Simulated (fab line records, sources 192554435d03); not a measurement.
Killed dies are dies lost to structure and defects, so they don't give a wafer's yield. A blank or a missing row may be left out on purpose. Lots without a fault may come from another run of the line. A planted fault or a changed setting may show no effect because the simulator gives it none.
fab line records | flow n5_finfet
record lots=24 wafers=72 last_day=17
route steps=1938 shown BEOL_M4@1082 BEOL_M5@1132
lots that met no fault: from a run of the same line without faults
start_h: hours from the record's first day to the start of the lot's first wafer shown | wait_h: hours since the lot's step before | " the same as in the row above | L1.1+2: a row that stands for several wafers | - no value, or no start given | * or withheld: withheld | < > ~ a bound
route shown NAME@n: a module of which the file shows steps, and the number in the route of the first | usual: mean/standard deviation of fault-free wafers | same: alike in all rows | chamber/n: place in a boat | sites: the reading at each site | _std_site: their standard deviation | _edge_site: outer sites' mean less inner sites' | radius_mm: how far each site lies from the wafer's centre | mask NAME#n: copy n | behind: the tool/chamber that last shaped the wafer | hold: why the lot was held/for how many hours/how that ended | device: the transistor (n, p or np) that didn't switch | end of line: the same wafers' tests at the end of the route | a step without rows: its recipe alone | killed: dies lost to structure and defects at the first sort, not the wafer's yield | map: a wafer's dies, x killed, . not, _ none there
set.NAME: the setting as run; set.NAME@STEP: as run at that earlier step | model.NAME: the simulator's own value behind a step, which no gauge read
steps of the route over a sample of lots; a table a step, a row a wafer
services: from which hour (start_h, from the record's first day; less than 0 if before it) a tool's chamber was out of use, for how many hours, and why
## steps
# step N5_BEOL_M4_SURFACE_TREAT_85
# recipe gas=Ar time_s=* ion_energy_ev=* ion_current_ma_cm2=0.5 pressure_mtorr=* ar_flow_sccm=30
# usual throttle_valve_pct=*
# columns lot.wafer tool chamber start_h wait_h throttle_valve_pct
L074.1 pvd_sputter-03 - 158.04 0.4 *
L074.2 " - " " *
L074.3 " - " " *
L075.2 pvd_sputter-03 - 168.60 0.6 *
L075.3 " - " " *
L075.6 " - " " *
L076.2 pvd_sputter-01 - 176.35 0.1 *
L076.5 " - " " *
L076.6 " - " " *
L077.1 pvd_sputter-01 - 176.72 0.1 *
L077.2 " - " " *
L077.5 " - " " *
L078.2 pvd_sputter-03 - 180.05 0.4 *
L078.4 " - " " *
L078.6 " - " " *
L079.1 pvd_sputter-01 - 188.78 0.2 *
L079.2 " - " " *
L079.4 " - " " *
L080.2 pvd_sputter-02 - 192.27 0.2 *
L080.3 " - " " *
L080.6 " - " " *
L082.2 pvd_sputter-03 - 205.65 0.3 *
L082.3 " - " " *
L082.6 " - " " *
L081.1 pvd_sputter-01 - 209.25 0.1 *
L081.3 " - " " *
L081.6 " - " " *
L083.3 pvd_sputter-01 - 215.29 0.1 *
L083.4 " - " " *
L083.5 " - " " *
L084.1 pvd_sputter-03 - 220.27 0.3 *
L084.2 " - " " *
L084.4 " - " " *
L086.2 pvd_sputter-03 - 223.86 0.1 *
L086.3 " - " " *
L086.4 " - " " *
L087.4 pvd_sputter-02 - 239.11 0.2 *
L087.5 " - " " *
L087.6 " - " " *
L085.1 pvd_sputter-02 - 239.19 0.2 *
L085.4 " - " " *
L085.5 " - " " *
L088.2 pvd_sputter-03 - 239.47 0.2 *
L088.4 " - " " *
L088.6 " - " " *
L089.2 pvd_sputter-02 - 244.43 0.1 *
L089.3 " - " " *
L089.6 " - " " *
L090.4 pvd_sputter-01 - 262.53 0.2 *
L090.5 " - " " *
L090.6 " - " " *
L091.1 pvd_sputter-03 - 269.26 0.1 *
L091.4 " - " " *
L091.5 " - " " *
L092.1 pvd_sputter-03 - 271.86 0.2 *
L092.2 " - " " *
L092.4 " - " " *
L093.1 pvd_sputter-03 - 276.14 0.5 *
L093.3 " - " " *
L093.4 " - " " *
L094.4 pvd_sputter-01 - 278.15 0.2 *
L094.5 " - " " *
L094.6 " - " " *
L095.2 pvd_sputter-02 - 286.77 0.3 *
L095.3 " - " " *
L095.5 " - " " *
L096.1 pvd_sputter-03 - 296.65 0.2 *
L096.2 " - " " *
L096.3 " - " " *
L097.3 pvd_sputter-03 - 296.69 0.2 *
L097.4 " - " " *
L097.6 " - " " *
# step N5_BEOL_M4_SPUTTER_48
# recipe material=Cu target_thk_a=45 temp_c=-20 chamber_pressure_pa=0.07 power_w=withheld time_s=8.29
# usual susceptor_temp_C=-20.00/0.11 throttle_valve_pct=29.9/0.91
# columns lot.wafer tool chamber start_h wait_h susceptor_temp_C throttle_valve_pct
L074.1 pvd_sputter-01 - 159.62 1.2 -20.04 29.6
L074.2 " - " " -20.07 30.6
L074.3 " - " " -19.99 31.0
L075.2 pvd_sputter-03 - 168.82 0.1 -19.95 31.0
L075.3 " - " " -20.00 30.1
L075.6 " - " " -19.98 30.8
L076.2 pvd_sputter-02 - 176.68 0.1 -20.10 31.2
L076.5 " - " " -20.10 31.3
L076.6 " - " " -20.03 28.7
L077.1 pvd_sputter-01 - 177.07 0.2 -19.86 30.7
L077.2 " - " " -19.80 30.9
L077.5 " - " " -19.87 29.8
L078.2 pvd_sputter-03 - 182.49 1.7 -19.87 30.0
L078.4 " - " " -20.21 30.0
L078.6 " - " " -20.04 29.9
L079.1 pvd_sputter-01 - 189.22 0.2 -19.88 30.9
L079.2 " - " " -20.02 30.9
L079.4 " - " " -20.03 27.9
L080.2 pvd_sputter-03 - 192.54 0.1 -20.02 30.6
L080.3 " - " " -19.92 29.3
L080.6 " - " " -19.83 30.0
L082.2 pvd_sputter-03 - 205.97 0.2 -19.82 30.3
L082.3 " - " " -20.13 29.2
L082.6 " - " " -20.08 30.1
L081.1 pvd_sputter-02 - 209.67 0.2 -19.94 28.8
L081.3 " - " " -19.99 31.3
L081.6 " - " " -20.01 28.8
L083.3 pvd_sputter-01 - 215.58 0.1 -20.07 30.9
L083.4 " - " " -19.87 30.7
L083.5 " - " " -19.89 29.7
L084.1 pvd_sputter-03 - 220.65 0.3 -19.86 30.2
L084.2 " - " " -20.01 30.9
L084.4 " - " " -20.17 30.0
L086.2 pvd_sputter-01 - 224.15 0.1 -19.88 30.8
L086.3 " - " " -20.09 29.9
L086.4 " - " " -19.86 30.8
L087.4 pvd_sputter-01 - 239.36 0.1 -20.04 30.9
L087.5 " - " " -19.83 29.9
L087.6 " - " " -19.87 27.9
L085.1 pvd_sputter-03 - 239.51 0.1 -19.95 29.3
L085.4 " - " " -19.90 30.3
L085.5 " - " " -20.09 30.6
L088.2 pvd_sputter-02 - 239.79 0.1 -19.92 30.4
L088.4 " - " " -20.00 28.6
L088.6 " - " " -19.88 29.0
L089.2 pvd_sputter-03 - 244.71 0.1 -20.12 29.2
L089.3 " - " " -19.94 30.1
L089.6 " - " " -19.97 30.6
L090.4 pvd_sputter-02 - 264.59 1.6 -20.09 31.1
L090.5 " - " " -19.97 28.7
L090.6 " - " " -19.99 30.1
L091.1 pvd_sputter-03 - 269.49 0.1 -19.94 30.3
L091.4 " - " " -19.96 31.0
L091.5 " - " " -19.95 30.0
L092.1 pvd_sputter-02 - 272.15 0.1 -20.15 31.3
L092.2 " - " " -20.05 30.5
L092.4 " - " " -20.06 28.8
L093.1 pvd_sputter-03 - 276.68 0.2 -20.11 30.1
L093.3 " - " " -20.06 30.6
L093.4 " - " " -20.27 29.4
L094.4 pvd_sputter-01 - 280.03 1.7 -20.00 30.0
L094.5 " - " " -20.00 29.8
L094.6 " - " " -19.89 30.6
L095.2 pvd_sputter-03 - 287.93 0.8 -19.99 30.6
L095.3 " - " " -20.11 29.1
L095.5 " - " " -19.90 30.5
L096.1 pvd_sputter-03 - 296.93 0.1 -20.09 30.1
L096.2 " - " " -19.89 30.6
L096.3 " - " " -20.03 30.3
L097.3 pvd_sputter-01 - 297.09 0.3 -20.03 30.7
L097.4 " - " " -20.12 31.2
L097.6 " - " " -19.99 27.9
# step N5_BEOL_M4_SPUTTER_86
# recipe material=Cu target_thk_a=45 temp_c=-20 chamber_pressure_pa=0.07 power_w=withheld time_s=8.29
# usual susceptor_temp_C=-19.98/0.12 throttle_valve_pct=29.9/0.89
# columns lot.wafer tool chamber start_h wait_h susceptor_temp_C throttle_valve_pct
L074.1 pvd_sputter-01 - 160.28 0.1 -19.98 29.9
L074.2 " - " " -20.01 30.7
L074.3 " - " " -20.13 30.8
L075.2 pvd_sputter-03 - 169.48 0.1 -19.92 30.5
L075.3 " - " " -19.76 29.8
L075.6 " - " " -20.13 30.6
L076.2 pvd_sputter-02 - 177.34 0.1 -20.14 31.4
L076.5 " - " " -20.07 31.3
L076.6 " - " " -19.77 28.9
L077.1 pvd_sputter-01 - 177.73 0.1 -19.94 30.5
L077.2 " - " " -19.88 30.9
L077.5 " - " " -20.06 29.8
L078.2 pvd_sputter-03 - 183.15 0.1 -19.72 29.8
L078.4 " - " " -19.76 30.2
L078.6 " - " " -19.94 29.9
L079.1 pvd_sputter-01 - 189.88 0.1 -20.08 30.8
L079.2 " - " " -20.07 30.5
L079.4 " - " " -19.89 28.0
L080.2 pvd_sputter-03 - 193.20 0.1 -19.82 30.5
L080.3 " - " " -19.94 29.3
L080.6 " - " " -19.93 30.2
L082.2 pvd_sputter-03 - 206.63 0.1 -19.81 30.4
L082.3 " - " " -19.84 29.2
L082.6 " - " " -19.91 30.3
L081.1 pvd_sputter-02 - 210.33 0.1 -19.84 28.4
L081.3 " - " " -20.09 31.4
L081.6 " - " " -19.73 28.6
L083.3 pvd_sputter-01 - 216.24 0.1 -20.14 31.1
L083.4 " - " " -20.04 31.0
L083.5 " - " " -19.76 29.8
L084.1 pvd_sputter-03 - 221.31 0.1 -20.00 30.0
L084.2 " - " " -20.06 30.6
L084.4 " - " " -19.93 30.1
L086.2 pvd_sputter-01 - 224.81 0.1 -19.86 30.7
L086.3 " - " " -20.02 29.9
L086.4 " - " " -19.91 31.0
L087.4 pvd_sputter-01 - 240.02 0.1 -20.21 30.9
L087.5 " - " " -20.15 29.5
L087.6 " - " " -20.03 28.0
L085.1 pvd_sputter-03 - 240.17 0.1 -19.90 29.4
L085.4 " - " " -20.01 30.7
L085.5 " - " " -20.11 30.8
L088.2 pvd_sputter-02 - 240.45 0.1 -19.92 30.1
L088.4 " - " " -20.13 28.5
L088.6 " - " " -19.88 28.9
L089.2 pvd_sputter-03 - 245.37 0.1 -20.15 29.1
L089.3 " - " " -19.96 30.0
L089.6 " - " " -20.02 30.5
L090.4 pvd_sputter-02 - 265.25 0.1 -19.89 31.2
L090.5 " - " " -19.98 28.6
L090.6 " - " " -20.07 29.9
L091.1 pvd_sputter-03 - 270.15 0.1 -20.14 30.3
L091.4 " - " " -19.90 30.5
L091.5 " - " " -19.92 30.0
L092.1 pvd_sputter-02 - 272.81 0.1 -20.04 31.5
L092.2 " - " " -19.74 30.1
L092.4 " - " " -19.93 28.6
L093.1 pvd_sputter-03 - 277.34 0.1 -19.92 30.2
L093.3 " - " " -20.02 30.6
L093.4 " - " " -20.26 29.3
L094.4 pvd_sputter-01 - 280.69 0.1 -19.82 29.7
L094.5 " - " " -19.99 29.9
L094.6 " - " " -20.09 30.8
L095.2 pvd_sputter-03 - 288.59 0.1 -19.94 30.6
L095.3 " - " " -19.89 29.2
L095.5 " - " " -19.98 30.6
L096.1 pvd_sputter-03 - 297.59 0.1 -20.24 29.9
L096.2 " - " " -20.04 30.5
L096.3 " - " " -19.94 30.1
L097.3 pvd_sputter-01 - 297.75 0.1 -19.93 30.7
L097.4 " - " " -19.91 30.7
L097.6 " - " " -19.90 27.9
# step N5_BEOL_M4_RS_MEAS_58
# recipe thk_meas_gauge=four-point-probe reads=Co_of_BEOL_M4_CO_CAP_55+Cu_of_BEOL_M4_ECD_50+Co_of_BEOL_M4_CVD_47+TaN_of_BEOL_M4_ALD_84
# usual M4_RS=0.68/0.034
# columns lot.wafer tool chamber start_h wait_h M4_RS[ohm/sq]
L074.1 film_metro-02 - 162.44 0.0 0.64
L074.2 " - " " 0.63
L074.3 " - " " 0.72
L075.2 film_metro-02 - 171.63 0.1 0.66
L075.3 " - " " 0.66
L075.6 " - " " 0.67
L076.2 film_metro-01 - 179.51 0.1 0.74
L076.5 " - " " 0.70
L076.6 " - " " 0.62
L077.1 film_metro-02 - 181.09 0.0 0.61
L077.2 " - " " 0.67
L077.5 " - " " 0.62
L078.2 film_metro-02 - 185.35 0.1 0.69
L078.4 " - " " 0.70
L078.6 " - " " 0.69
L079.1 film_metro-01 - 192.02 0.0 0.63
L079.2 " - " " 0.64
L079.4 " - " " 0.69
L080.2 film_metro-01 - 195.99 0.1 0.66
L080.3 " - " " 0.62
L080.6 " - " " 0.65
L082.2 film_metro-01 - 208.90 0.1 0.67
L082.3 " - " " 0.74
L082.6 " - " " 0.70
L081.1 film_metro-02 - 212.50 0.1 0.63
L081.3 " - " " 0.67
L081.6 " - " " 0.64
L083.3 film_metro-01 - 218.44 0.1 0.66
L083.4 " - " " 0.69
L083.5 " - " " 0.70
L084.1 film_metro-01 - 223.47 0.0 0.63
L084.2 " - " " 0.65
L084.4 " - " " 0.71
L086.2 film_metro-02 - 226.99 0.1 0.63
L086.3 " - " " 0.66
L086.4 " - " " 0.68
L087.4 film_metro-02 - 242.21 0.1 0.65
L087.5 " - " " 0.68
L087.6 " - " " 0.72
L085.1 film_metro-02 - 242.47 0.1 0.68
L085.4 " - " " 0.66
L085.5 " - " " 0.64
L088.2 film_metro-02 - 242.61 0.1 0.73
L088.4 " - " " 0.69
L088.6 " - " " 0.71
L089.2 film_metro-02 - 247.55 0.1 0.64
L089.3 " - " " 0.64
L089.6 " - " " 0.64
L090.4 film_metro-02 - 267.40 0.0 0.67
L090.5 " - " " 0.66
L090.6 " - " " 0.69
L091.1 film_metro-02 - 272.31 0.0 0.67
L091.4 " - " " 0.72
L091.5 " - " " 0.73
L092.1 film_metro-02 - 274.96 0.0 0.70
L092.2 " - " " 0.70
L092.4 " - " " 0.68
L093.1 film_metro-01 - 279.60 0.0 0.76
L093.3 " - " " 0.67
L093.4 " - " " 0.65
L094.4 film_metro-02 - 282.84 0.0 0.74
L094.5 " - " " 0.67
L094.6 " - " " 0.72
L095.2 film_metro-01 - 290.74 0.1 0.68
L095.3 " - " " 0.73
L095.5 " - " " 0.69
L096.1 film_metro-01 - 299.74 0.0 0.67
L096.2 " - " " 0.72
L096.3 " - " " 0.76
L097.3 film_metro-02 - 299.91 0.1 0.69
L097.4 " - " " 0.72
L097.6 " - " " 0.67
# step N5_BEOL_M5_ETCH_62
# recipe chemistry=N2/H2 target=SOC target_depth_a=750 overetch_a=150 mask_material=SiARC temp_c=40 time_s=112.5 ion_energy_ev=200 pressure_mtorr=30 source_w=840 bias_w=150 n2_flow_sccm=200 h2_flow_sccm=200
# usual drypump_motor_current_A=5.76/0.27 oes_product_au=0.61/0.056 rf_vpp_V=524.0/2.5 showerhead_plenum_p_Torr=2.55/0.089 throttle_valve_pct=17.91/0.18
# columns lot.wafer tool chamber start_h wait_h drypump_motor_current_A oes_product_au rf_hours_counter_h rf_vpp_V showerhead_plenum_p_Torr throttle_valve_pct
L074.1 rie_diel-05 2 167.34 0.0 5.58 0.68 52 524.0 2.58 17.63
L074.2 " 3 " " 6.07 0.73 9 528.9 2.71 17.89
L074.3 " 0 " " 5.86 0.60 141 521.1 2.44 17.92
L075.2 rie_diel-05 3 175.03 0.0 6.10 0.72 11 527.9 2.71 17.92
L075.3 " 1 " " 5.76 0.58 159 522.8 2.53 17.51
L075.6 " 3 " " 6.12 0.72 - 528.2 2.71 17.92
L076.2 rie_diel-06 2 184.30 0.0 5.54 0.55 210 521.3 2.53 17.88
L076.5 " 1 " " 5.96 0.59 - 526.2 2.65 17.94
L076.6 " 0 " " 5.84 0.58 - 523.2 2.52 18.01
L077.1 rie_diel-06 0 184.55 0.0 5.84 0.58 153 523.4 2.52 17.99
L077.2 " 2 " " 5.52 0.56 210 524.0 2.53 17.88
L077.5 " 3 " " 5.79 0.71 - 524.4 2.59 17.96
L078.2 rie_diel-03 0 189.12 0.0 5.40 0.56 202 524.1 2.53 18.10
L078.4 " 3 " " 5.24 0.58 181 523.0 2.53 18.02
L078.6 " 2 " " 5.56 0.72 - 527.9 2.72 17.61
L079.1 rie_diel-05 2 195.36 0.0 5.60 0.67 60 525.3 2.58 17.65
L079.2 " 0 " " 5.85 0.60 150 520.7 2.43 17.91
L079.4 " 3 " " 6.08 0.71 17 528.3 2.71 17.92
L080.2 rie_diel-06 2 199.36 0.0 5.51 0.55 213 522.2 2.53 17.89
L080.3 " 0 " " 5.83 0.58 157 524.2 2.52 18.02
L080.6 " 0 " " 5.83 0.58 - 524.1 2.52 18.00
L082.2 rie_diel-05 3 212.76 0.0 6.09 0.70 22 528.1 2.70 17.94
L082.3 " 1 " " 5.74 0.58 171 526.1 2.52 17.52
L082.6 " 1 " " 5.75 0.57 - 524.2 2.52 17.51
L081.1 rie_diel-03 3 214.81 0.0 5.27 0.59 189 522.7 2.53 18.04
L081.3 " 0 " " 5.37 0.56 208 522.4 2.52 18.13
L081.6 " 1 " " 6.23 0.56 - 519.1 2.42 18.04
L083.3 rie_diel-03 1 221.25 0.0 6.25 0.56 203 521.2 2.42 18.06
L083.4 " 3 " " 5.22 0.58 - 523.1 2.53 18.03
L083.5 " 1 " " 6.24 0.55 - 522.8 2.42 18.06
L084.1 rie_diel-05 0 226.74 0.0 5.86 0.59 162 522.2 2.43 17.94
L084.2 " 1 " " 5.76 0.57 177 524.6 2.52 17.54
L084.4 " 3 " " 6.11 0.70 - 528.6 2.70 17.95
L086.2 rie_diel-05 0 230.13 0.0 5.85 0.59 163 520.7 2.43 17.94
L086.3 " 3 " " 6.10 0.68 30 530.5 2.70 17.95
L086.4 " 0 " " 5.85 0.59 - 521.5 2.43 17.94
L087.4 rie_diel-03 3 244.81 0.1 5.23 0.58 - 524.1 2.52 18.05
L087.5 " 0 " " 5.37 0.56 - 523.2 2.52 18.14
L087.6 " 1 " " 6.24 0.55 - 518.3 2.42 18.09
L085.1 rie_diel-06 1 245.32 0.0 5.93 0.58 191 525.2 2.64 17.97
L085.4 " 2 " " 5.53 0.55 228 523.6 2.52 17.90
L085.5 " 1 " " 5.95 0.58 - 526.1 2.64 17.98
L088.2 rie_diel-06 0 251.71 0.0 5.85 0.57 173 522.9 2.51 18.03
L088.4 " 1 " " 5.87 0.57 193 526.3 2.64 17.99
L088.6 " 0 " " 5.83 0.57 - 525.0 2.51 18.04
L089.2 rie_diel-06 1 252.23 0.0 5.95 0.57 193 527.4 2.64 18.00
L089.3 " 0 " " 5.85 0.57 174 523.2 2.51 18.04
L089.6 " 0 " " 5.83 0.57 - 522.9 2.51 18.03
L090.4 rie_diel-03 0 269.91 0.0 5.37 0.55 229 521.9 2.51 18.16
L090.5 " 2 " " 5.55 0.69 - 528.3 2.71 17.65
L090.6 " 3 " " 5.23 0.57 - 523.2 2.52 18.06
L091.1 rie_diel-03 1 275.42 0.0 6.22 0.55 223 522.1 2.41 18.10
L091.4 " 2 " " 5.52 0.68 25 527.4 2.71 17.65
L091.5 " 2 " " 5.52 0.69 - 528.3 2.71 17.62
L092.1 rie_diel-05 1 280.97 0.0 5.74 0.56 194 523.6 2.51 17.56
L092.2 " 0 " " 5.86 0.58 179 520.4 2.42 17.98
L092.4 " 3 " " 6.14 0.67 - 527.8 2.69 17.96
L093.1 rie_diel-06 1 283.06 0.0 5.93 0.58 203 526.6 2.64 18.02
L093.3 " 3 " " 5.80 0.67 68 526.6 2.58 18.03
L093.4 " 2 " " 5.54 0.54 240 523.0 2.52 17.94
L094.4 rie_diel-06 2 286.03 0.0 5.53 0.54 241 521.5 2.52 17.94
L094.5 " 3 " " 5.76 0.67 - 525.7 2.58 18.01
L094.6 " 2 " " 5.54 0.54 - 523.0 2.52 17.94
L095.2 rie_diel-05 0 294.98 0.0 5.85 0.58 183 520.8 2.42 17.99
L095.3 " 1 " " 5.75 0.56 199 524.0 2.51 17.58
L095.5 " 3 " " 6.12 0.67 - 528.0 2.69 17.98
L096.1 rie_diel-05 0 303.99 0.0 5.88 0.58 186 519.6 2.42 17.99
L096.2 " 2 " " 5.60 0.64 81 525.0 2.57 17.68
L096.3 " 3 " " 6.10 0.66 53 528.3 2.69 18.00
L097.3 rie_diel-05 2 304.26 0.0 5.60 0.64 81 525.2 2.57 17.67
L097.4 " 1 " " 5.72 0.56 202 524.0 2.51 17.57
L097.6 " 3 " " 6.14 0.66 - 527.8 2.69 18.00
# step N5_BEOL_M5_ETCH_67
# recipe chemistry=CF4 target=SiARC target_depth_a=156 mask_material=CAR-EUV time_s=26 ion_energy_ev=80 pressure_mtorr=40 source_w=545 bias_w=36 Ar_flow_sccm=100 cf4_flow_sccm=100 ends=cleared
# usual drypump_motor_current_A=5.76/0.28 etch_rf_on_time_s=25.7/0.81 oes_product_au=0.65/0.061 rf_vpp_V=184.2/1.2 showerhead_plenum_p_Torr=2.15/0.069 throttle_valve_pct=15.71/0.18
# columns lot.wafer tool chamber start_h wait_h drypump_motor_current_A etch_rf_on_time_s oes_product_au rf_hours_counter_h rf_vpp_V showerhead_plenum_p_Torr throttle_valve_pct
L074.1 rie_diel-05 0 169.11 0.0 5.84 24.4 0.67 141 181.4 2.07 15.91
L074.2 " 1 " " 5.73 25.8 0.64 157 184.0 2.14 15.37
L074.3 " 3 " " 6.12 26.5 0.77 9 186.9 2.27 15.60
L075.2 rie_diel-05 0 178.10 0.0 5.85 24.5 0.66 144 183.8 2.07 15.92
L075.3 " 2 " " 5.58 24.6 0.75 55 186.0 2.17 15.43
L075.6 " 1 " " 5.77 25.7 0.64 - 184.2 2.14 15.35
L076.2 rie_diel-06 1 185.25 0.0 5.91 26.7 0.63 173 185.3 2.23 15.77
L076.5 " 1 " " 5.91 26.7 0.62 - 185.1 2.23 15.75
L076.6 " 0 " " 5.84 26.2 0.63 - 183.2 2.15 15.87
L077.1 rie_diel-03 1 185.44 0.0 6.20 25.1 0.62 193 183.4 2.05 15.86
L077.2 " 2 " " 5.56 25.6 0.78 8 185.3 2.28 15.44
L077.5 " 0 " " 5.39 26.0 0.61 - 182.9 2.13 15.78
L078.2 rie_diel-05 2 191.36 0.0 5.59 24.6 0.75 59 181.9 2.17 15.46
L078.4 " 1 " " 5.72 26.1 0.62 164 182.9 2.13 15.36
L078.6 " 1 " " 5.73 26.0 0.62 - 184.2 2.13 15.38
L079.1 rie_diel-05 3 197.83 0.0 6.15 26.9 0.76 18 184.3 2.27 15.60
L079.2 " 2 " " 5.55 24.6 0.75 60 182.6 2.17 15.44
L079.4 " 0 " " 5.83 24.6 0.67 150 185.4 2.07 15.93
L080.2 rie_diel-03 2 200.47 0.0 5.53 25.5 0.77 13 184.8 2.28 15.43
L080.3 " 0 " " 5.39 25.8 0.61 205 183.2 2.12 15.78
L080.6 " 3 " " 5.23 25.3 0.64 - 184.8 2.14 15.74
L082.2 rie_diel-05 0 213.72 0.0 5.84 24.4 0.67 156 183.1 2.07 15.94
L082.3 " 3 " " 6.10 26.7 0.75 23 186.3 2.27 15.62
L082.6 " 3 " " 6.12 26.7 0.75 - 185.2 2.27 15.63
L081.1 rie_diel-06 1 217.61 0.0 5.92 26.4 0.62 182 185.1 2.22 15.79
L081.3 " 2 " " 5.53 26.8 0.58 220 183.6 2.12 15.60
L081.6 " 0 " " 5.82 25.8 0.62 - 183.7 2.15 15.89
L083.3 rie_diel-03 3 223.00 0.0 5.25 25.5 0.63 192 183.1 2.14 15.73
L083.4 " 3 " " 5.23 25.5 0.63 - 182.2 2.14 15.74
L083.5 " 1 " " 6.22 24.8 0.62 - 183.6 2.05 15.87
L084.1 rie_diel-03 0 228.72 0.0 5.34 25.9 0.60 214 182.8 2.12 15.81
L084.2 " 1 " " 6.21 24.9 0.61 207 183.6 2.05 15.86
L084.4 " 1 " " 6.21 24.8 0.61 - 184.1 2.05 15.87
L086.2 rie_diel-05 0 232.33 0.0 5.85 24.6 0.65 164 182.1 2.07 15.96
L086.3 " 3 " " 6.12 26.7 0.73 31 185.6 2.27 15.64
L086.4 " 1 " " 5.74 25.9 0.62 - 183.6 2.13 15.41
L085.1 rie_diel-06 1 250.23 0.0 5.90 26.8 0.61 192 185.8 2.22 15.81
L085.4 " 0 " " 5.84 26.1 0.61 173 185.6 2.14 15.91
L085.5 " 2 " " 5.50 27.0 0.57 - 184.4 2.11 15.61
L087.4 rie_diel-03 0 250.48 0.0 5.40 25.9 0.61 - 184.7 2.12 15.83
L087.5 " 3 " " 5.22 25.4 0.62 - 182.0 2.14 15.78
L087.6 " 1 " " 6.22 25.3 0.60 - 183.9 2.04 15.87
L088.2 rie_diel-06 3 253.28 0.0 5.80 25.6 0.74 59 185.3 2.17 15.71
L088.4 " 1 " " 5.89 26.6 0.61 193 185.4 2.22 15.82
L088.6 " 2 " " 5.51 26.7 0.58 - 183.8 2.11 15.61
L089.2 rie_diel-05 2 253.38 0.0 5.57 24.5 0.74 70 184.0 2.17 15.48
L089.3 " 3 " " 6.13 26.3 0.73 38 183.7 2.26 15.66
L089.6 " 3 " " 6.10 26.5 0.73 - 186.0 2.26 15.65
L090.4 rie_diel-05 0 270.94 0.0 5.82 24.7 0.65 - 184.7 2.06 15.97
L090.5 " 3 " " 6.11 26.9 0.72 - 185.0 2.26 15.65
L090.6 " 1 " " 5.74 25.7 0.62 - 183.7 2.13 15.42
L091.1 rie_diel-06 3 276.66 0.0 5.78 25.6 0.74 66 183.4 2.17 15.75
L091.4 " 1 " " 5.91 26.5 0.61 - 185.2 2.22 15.82
L091.5 " 3 " " 5.78 25.5 0.74 - 184.1 2.17 15.72
L092.1 rie_diel-05 1 281.93 0.0 5.73 26.0 0.60 195 183.5 2.12 15.44
L092.2 " 3 " " 6.12 26.7 0.71 46 184.2 2.26 15.66
L092.4 " 1 " " 5.74 25.8 0.61 - 184.2 2.12 15.44
L093.1 rie_diel-03 0 284.15 0.0 5.38 26.0 0.59 234 183.8 2.11 15.84
L093.3 " 3 " " 5.22 25.2 0.62 215 183.3 2.13 15.79
L093.4 " 2 " " 5.53 25.7 0.75 28 186.3 2.27 15.48
L094.4 rie_diel-06 3 289.83 0.0 5.75 25.8 0.73 70 186.2 2.16 15.75
L094.5 " 1 " " 5.91 26.7 0.60 - 186.3 2.22 15.83
L094.6 " 2 " " 5.51 26.8 0.58 - 183.3 2.11 15.61
L095.2 rie_diel-03 3 296.51 0.0 5.25 25.4 0.62 219 184.2 2.13 15.79
L095.3 " 0 " " 5.38 26.0 0.59 237 184.6 2.11 15.84
L095.5 " 0 " " 5.38 25.9 0.58 - 182.6 2.11 15.86
L096.1 rie_diel-05 0 304.93 0.0 5.85 24.2 0.64 187 182.6 2.06 16.00
L096.2 " 3 " " 6.08 26.4 0.71 54 186.2 2.26 15.68
L096.3 " 2 " " 5.54 24.2 0.73 81 184.3 2.16 15.48
L097.3 rie_diel-06 2 305.22 0.0 5.51 26.7 0.57 247 185.0 2.11 15.65
L097.4 " 0 " " 5.83 26.0 0.60 187 185.8 2.14 15.94
L097.6 " 1 " " 5.94 26.4 0.60 - 184.6 2.21 15.84
## services
# columns tool chamber start_h hours kind
rie_diel-05 2 147.57 7.4 repair
pvd_sputter-01 - 161.78 0.8 repair
rie_diel-03 2 214.25 38.8 repair
rie_diel-06 0 270.40 9.1 repair
rie_diel-05 2 270.47 12.0 repair
## key
fault none
